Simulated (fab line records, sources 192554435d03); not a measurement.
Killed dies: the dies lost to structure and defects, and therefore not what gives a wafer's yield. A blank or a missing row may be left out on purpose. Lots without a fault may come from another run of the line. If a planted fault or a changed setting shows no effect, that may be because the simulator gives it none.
Which of the tools did it? -- flow n5Finfet -- 11 lots with 33 wafers sampled at 4 steps, on a route of 1938 steps

## WHAT THE GAUGES SHOWED, per wafer
N5_BEOL_M4_RC_MEAS_101. Usual: DIBL_N 36.5 mV/V, standard deviation 1.4; DIBL_P 36.5 mV/V, standard deviation 1.6; IOFF_N 0.163 nA/um, standard deviation 0.022; IOFF_P 0.219 nA/um, standard deviation 0.029; ION_N 675 uA/um, standard deviation 8.3; ION_P 464 uA/um, standard deviation 6.2; SS_N 71.5 mV/dec, standard deviation 0.52; SS_P 73.4 mV/dec, standard deviation 0.57; VT_N 249.7 mV, standard deviation 2.6; VT_P -250 mV, standard deviation 3.
lot,measured,on,DIBL_N (mV/V),DIBL_P (mV/V),IOFF_N (nA/um),IOFF_P (nA/um),ION_N (uA/um),ION_P (uA/um),SS_N (mV/dec),SS_P (mV/dec),VT_N (mV),VT_P (mV),flag
L220,day 7 20:59,prober-02,35.8 38.3 36.7,35.3 37.5 37.0,0.140 0.177 0.152,0.185 0.224 0.201,661 671 670,459 462 465,71.2 72.1 71.2,72.5 73.1 72.9,250.8 248.6 249.0,-250 -247 -249,
L221,day 8 03:10,prober-01,38.3 36.7 36.8,37.0 34.9 34.5,0.170 0.139 0.136,0.252 0.215 0.199,673 661 669,472 462 468,71.9 71.2 70.9,73.3 73.9 73.2,252.2 254.3 253.8,-249 -248 -249,
L222,day 8 15:29,prober-01,37.4 34.2 36.5,38.1 34.8 38.0,0.189 0.134 0.174,0.216 0.174 0.213,673 666 676,455 453 461,72.7 71.4 72.3,73.7 73.3 73.4,247.7 251.4 250.6,-251 -255 -251,
L224,day 9 19:38,prober-02,38.0 37.2 37.7,38.5 37.4 38.7,0.187 0.190 0.194,0.234 0.208 0.236,682 691 687,462 466 461,72.1 72.5 72.0,74.0 72.4 73.9,247.6 245.4 246.8,-249 -251 -251,
L225,day 9 09:45,prober-02,35.2 37.9 36.1,34.1 36.5 35.4,0.142 0.191 0.153,0.178 0.215 0.193,667 691 671,462 463 459,71.2 72.1 71.2,73.3 73.6 73.2,253.4 248.8 251.1,-255 -253 -253,
L231,day 10 15:59,prober-02,35.2 36.1 38.4,36.0 36.6 39.9,0.148 0.172 0.212,0.232 0.246 0.302,675 668 682,468 468 472,70.5 71.4 71.5,72.0 72.3 73.9,250.1 247.9 244.5,-248 -247 -244,
L235,day 12 15:24,prober-01,38.6 38.1 38.4,37.1 36.5 36.5,0.181 0.173 0.177,0.226 0.205 0.205,682 678 665,462 456 450,72.3 72.3 71.2,73.7 73.7 73.2,246.5 248.6 249.0,-251 -253 -254,
L238,day 12 19:00,prober-01,37.9 38.4 39.1,38.8 39.5 39.8,0.177 0.187 0.197,0.227 0.243 0.247,684 682 685,464 465 468,71.6 71.8 71.8,73.8 74.3 74.1,247.7 247.3 247.4,-250 -249 -246,
L240,day 13 02:41,prober-02,38.5 38.7 38.1,38.0 37.9 37.6,0.175 0.184 0.174,0.240 0.244 0.248,681 666 685,464 460 471,71.3 71.4 71.4,74.3 74.3 74.0,250.5 248.6 247.6,-247 -248 -247,
L242,day 13 22:22,prober-02,35.7 33.3 35.0,37.9 34.6 36.6,0.170 0.127 0.151,0.230 0.184 0.217,681 675 675,472 467 465,72.5 71.0 71.1,73.4 72.6 73.3,250.1 252.1 250.0,-248 -251 -249,
L243,day 14 04:43,prober-02,36.6 37.2 34.9,35.7 36.7 33.8,0.149 0.164 0.132,0.218 0.243 0.196,661 665 667,460 458 467,71.8 72.8 71.7,73.4 73.9 72.7,251.6 250.0 254.0,-250 -248 -251,

## TOOL THAT RAN EACH LOT (tool first, then ch and the chambers of the sampled wafers, then the start)
lot,N5_BEOL_M1_SPUTTER_90,N5_BEOL_M1_SPUTTER_92,N5_BEOL_M1_SPUTTER_96
L220,"pvdSputter-02, day 6 10:19","pvdSputter-02, day 6 10:32","pvdSputter-02, day 6 10:58"
L221,"pvdSputter-03, day 6 14:13","pvdSputter-03, day 6 14:26","pvdSputter-03, day 6 14:52"
L222,"pvdSputter-01, day 7 01:13","pvdSputter-01, day 7 01:26","pvdSputter-01, day 7 01:52"
L224,"pvdSputter-02, day 7 17:25","pvdSputter-02, day 7 17:38","pvdSputter-02, day 7 18:05"
L225,"pvdSputter-02, day 7 19:30","pvdSputter-02, day 7 19:43","pvdSputter-02, day 7 20:10"
L231,"pvdSputter-02, day 9 07:15","pvdSputter-02, day 9 07:28","pvdSputter-02, day 9 07:55"
L235,"pvdSputter-02, day 10 20:19","pvdSputter-02, day 10 20:32","pvdSputter-02, day 10 20:58"
L238,"pvdSputter-02, day 10 23:49","pvdSputter-02, day 11 00:02","pvdSputter-02, day 11 00:28"
L240,"pvdSputter-03, day 11 14:59","pvdSputter-03, day 11 15:12","pvdSputter-03, day 11 15:38"
L242,"pvdSputter-01, day 12 03:10","pvdSputter-01, day 12 03:23","pvdSputter-01, day 12 03:49"
L243,"pvdSputter-03, day 12 10:38","pvdSputter-03, day 12 10:51","pvdSputter-03, day 12 11:17"
- N5_BEOL_M1_SPUTTER_90: material Cu, target thk 4.5 nm, time 8.29 s.
- N5_BEOL_M1_SPUTTER_92: material Cu, target thk 4.5 nm, time 8.29 s.
- N5_BEOL_M1_SPUTTER_96: material Cu, target thk 4.5 nm, time 8.29 s.

## WHAT THE TOOLS THEMSELVES READ (means of the sampled wafers that have a number; where no wafer has one, the mark that the record gives instead)
N5_BEOL_M1_SPUTTER_90. Usual: chamberPressurePa 0.07 Pa, standard deviation 0.00014; throttleValvePct 30.5 %, standard deviation 0.41.
lot,tool,chamberPressurePa (Pa),throttleValvePct (%),flag
L220,pvdSputter-02,0.07,30.8,
L221,pvdSputter-03,0.07,30.1,
L222,pvdSputter-01,0.07,30.5,
L224,pvdSputter-02,0.07,30.7,
L225,pvdSputter-02,0.07,30.5,
L231,pvdSputter-02,0.07,30.6,
L235,pvdSputter-02,0.07,30.7,
L238,pvdSputter-02,0.07,30.8,
L240,pvdSputter-03,0.07,30.3,
L242,pvdSputter-01,0.07,30.3,
L243,pvdSputter-03,0.07,30.1,

N5_BEOL_M1_SPUTTER_92. Usual: chamberPressurePa 0.07001 Pa, standard deviation 0.00013; throttleValvePct 30.5 %, standard deviation 0.41.
lot,tool,chamberPressurePa (Pa),throttleValvePct (%),flag
L220,pvdSputter-02,0.06994,30.7,
L221,pvdSputter-03,0.06997,30.1,
L222,pvdSputter-01,0.07003,30.5,
L224,pvdSputter-02,0.07013,30.8,
L225,pvdSputter-02,0.07006,30.7,
L231,pvdSputter-02,0.07003,30.6,
L235,pvdSputter-02,0.07742,29.2,OFF
L238,pvdSputter-02,0.07745,29.1,OFF
L240,pvdSputter-03,0.07003,30.4,
L242,pvdSputter-01,0.07003,30.2,
L243,pvdSputter-03,0.07001,30.3,

N5_BEOL_M1_SPUTTER_96. Usual: chamberPressurePa 0.07 Pa, standard deviation 0.00014; throttleValvePct 30.5 %, standard deviation 0.41.
lot,tool,chamberPressurePa (Pa),throttleValvePct (%),flag
L220,pvdSputter-02,0.07,30.6,
L221,pvdSputter-03,0.07,30.2,
L222,pvdSputter-01,0.07,30.4,
L224,pvdSputter-02,0.07,30.6,
L225,pvdSputter-02,0.07,30.6,
L231,pvdSputter-02,0.07,30.6,
L235,pvdSputter-02,0.07,30.6,
L238,pvdSputter-02,0.07,30.8,
L240,pvdSputter-03,0.07,30.3,
L242,pvdSputter-01,0.07,30.1,
L243,pvdSputter-03,0.07,30.0,

## THE ANSWER, worked out from the rows above alone
Rule: a lot counts as off when the mean over its wafers that have a number is more than 3 standard deviations away from the usual mean. A lot without any number at a reading at which 4 lots or more have one is off too. All remaining lots with rows at the step are treated as sound. Order of review: gauges by route order, followed by the tools' own readings, for which a lot's mean as printed above is used. The first step at which some lot is off is used, and at that step the reading that is off furthest; a lot without a number counts as furthest.
Off at N5_BEOL_M1_SPUTTER_92 (chamberPressurePa): L235, L238.
A tool fits if, at that step or a process step before it, it ran every lot that is off, and no sound lot after the first of them. One fits: N5_BEOL_M1_SPUTTER_90 and N5_BEOL_M1_SPUTTER_92 on pvdSputter-02. At N5_BEOL_M1_SPUTTER_90 its last sound lot is L231 (day 9 07:15), its first lot that is off L235 (day 10 20:19): a fault that began between those two fits.

## WHAT THE SIMULATOR HAD INSERTED
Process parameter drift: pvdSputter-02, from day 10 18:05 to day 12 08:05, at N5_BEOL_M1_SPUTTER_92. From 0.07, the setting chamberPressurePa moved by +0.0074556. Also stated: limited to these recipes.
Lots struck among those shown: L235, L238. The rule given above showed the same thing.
